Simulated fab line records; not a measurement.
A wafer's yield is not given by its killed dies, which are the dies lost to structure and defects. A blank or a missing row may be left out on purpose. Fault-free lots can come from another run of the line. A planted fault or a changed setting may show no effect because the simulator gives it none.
One fault seen from 2 desks || flow n5Finfet || every desk sees just its own numbers, and what lay behind them comes last

## FOR THE TOOL OWNER'S DESK: rieDiel-04
The tool's own readings at N5_BEOL_M12_TRENCH_ETCH_34 (etches SiOC in C4F8/O2/Ar, target depth 318.95 nm, time 125.5 s): means of the sampled wafers that have a number, for each lot that ran on this tool. If a lot's mean is further than 4 standard deviations from the usual mean, the lot is out of limits and carries the mark OUT (the distance appears in the brackets).
Columns: A = drypumpMotorCurrentA at N5_BEOL_M12_TRENCH_ETCH_34, usual 5.6 A; B = oesProductAu at N5_BEOL_M12_TRENCH_ETCH_34, usual 0.80 a.u.; C = rfVppV at N5_BEOL_M12_TRENCH_ETCH_34, usual 667 V; D = showerheadPlenumPTorr at N5_BEOL_M12_TRENCH_ETCH_34, usual 3.47 Torr; E = throttleValvePct at N5_BEOL_M12_TRENCH_ETCH_34, usual 24.25 %
{"lot": "L488", "first seen here": "day 12 00:56", "A": 5.2, "B": 0.79, "C": 668, "D": 3.51, "E": 24.27}
{"lot": "L490", "first seen here": "day 12 07:52", "A": 5.3, "B": 0.77, "C": 668, "D": 3.46, "E": 24.34}
{"lot": "L493", "first seen here": "day 13 03:11", "A": 5.5, "B": 0.84, "C": 670, "D": 3.63, "E": 24.36}
{"lot": "L494", "first seen here": "day 13 04:26", "A": 5.3, "B": 0.82, "C": 671, "D": 3.62, "E": 24.25}
{"lot": "L505", "first seen here": "day 16 10:40", "A": 5.4, "B": 0.80, "C": 669, "D": 3.61, "E": 24.32}
This desk's verdict: no lot among the 5 shows anything out of limits.

## AT THE METROLOGY DESK
Lot by lot, what the gauges showed, no matter which tool ran the lot: averages of those sampled wafers that carry a number. If a lot's mean is further than 4 standard deviations from the usual mean, the lot is out of limits and carries the mark OUT (the distance appears in the brackets). Shown are 7 of the 26 readings it has, namely the first that went out of limits plus those furthest out on some lot.
Columns: A = trenchDepthNm at N5_BEOL_M12_OCD_MEAS_35, usual 321 nm; B = M12_THK at N5_BEOL_M12_THK_MEAS_50, usual 325 nm; C = M12_RS at N5_BEOL_M12_RS_MEAS_54, usual 0.0596 ohm/sq; D = COMB_M13 at N5_BEOL_M15_RC_MEAS_101, usual 5.4e-12 S/m; E = COMB_M15 at N5_BEOL_M15_RC_MEAS_101, usual 3e-12 S/m; F = SERP_M12 at N5_BEOL_M15_RC_MEAS_101, usual 0.636 ohm/um; G = SERP_M12_max_site at N5_BEOL_M15_RC_MEAS_101, usual 0.649 ohm/um
{"lot": "L488", "first seen here": "day 12 01:05", "A": 326, "B": 329, "C": 0.0586, "D": 4.2e-12, "E": 3e-12, "F": 0.616, "G": 0.635}
{"lot": "L490", "first seen here": "day 12 08:01", "A": "290 (-5.4) OUT", "B": "296 (-4.8) OUT", "C": "0.0671 (+6.8) OUT", "D": 6.2e-12, "E": 4e-12, "F": "0.722 (+4.1) OUT", "G": 0.740}
{"lot": "L493", "first seen here": "day 13 03:21", "A": "288 (-5.8) OUT", "B": "290 (-5.7) OUT", "C": "0.0672 (+6.9) OUT", "D": 6.2e-12, "E": 4e-12, "F": "0.732 (+4.6) OUT", "G": "0.744 (+4.1) OUT"}
{"lot": "L494", "first seen here": "day 13 04:35", "A": "292 (-5.2) OUT", "B": "296 (-4.8) OUT", "C": "0.0668 (+6.6) OUT", "D": 5.4e-12, "E": 3e-12, "F": 0.708, "G": 0.719}
{"lot": "L499", "first seen here": "day 14 18:27", "A": 327, "B": 327, "C": 0.0585, "D": 5.5e-12, "E": 3e-12, "F": 0.629, "G": 0.650}
{"lot": "L502", "first seen here": "day 15 17:37", "A": 317, "B": 321, "C": 0.0606, "D": 3.7e-12, "E": 2e-12, "F": 0.654, "G": 0.670}
{"lot": "L505", "first seen here": "day 16 10:50", "A": 326, "B": 325, "C": 0.0588, "D": 4.1e-12, "E": 2e-12, "F": 0.624, "G": 0.638}
Finding of this desk: L490, L493, L494 out of limits; the first was L490 at day 12 08:01, on trenchDepthNm at N5_BEOL_M12_OCD_MEAS_35. In limits: L488, L499, L502, L505.

## BROUGHT TOGETHER
An alarm was possible from the metrology desk at day 12 08:01, on L490, L493, L494.
The desk of the tool owner found nothing out of limits.
Tool owner's desk: L490, L493, L494 on record, inside its limits.
Of the lots named, all ran N5_BEOL_M12_TRENCH_ETCH_34 on rieDiel-04.

## WHAT THE SIMULATOR PUT IN
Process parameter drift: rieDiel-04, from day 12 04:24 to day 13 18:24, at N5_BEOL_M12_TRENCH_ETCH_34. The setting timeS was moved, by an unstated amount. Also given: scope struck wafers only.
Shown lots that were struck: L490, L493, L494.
Delay in hours, fault start to first out-of-limits reading, per desk: metrology desk 4.
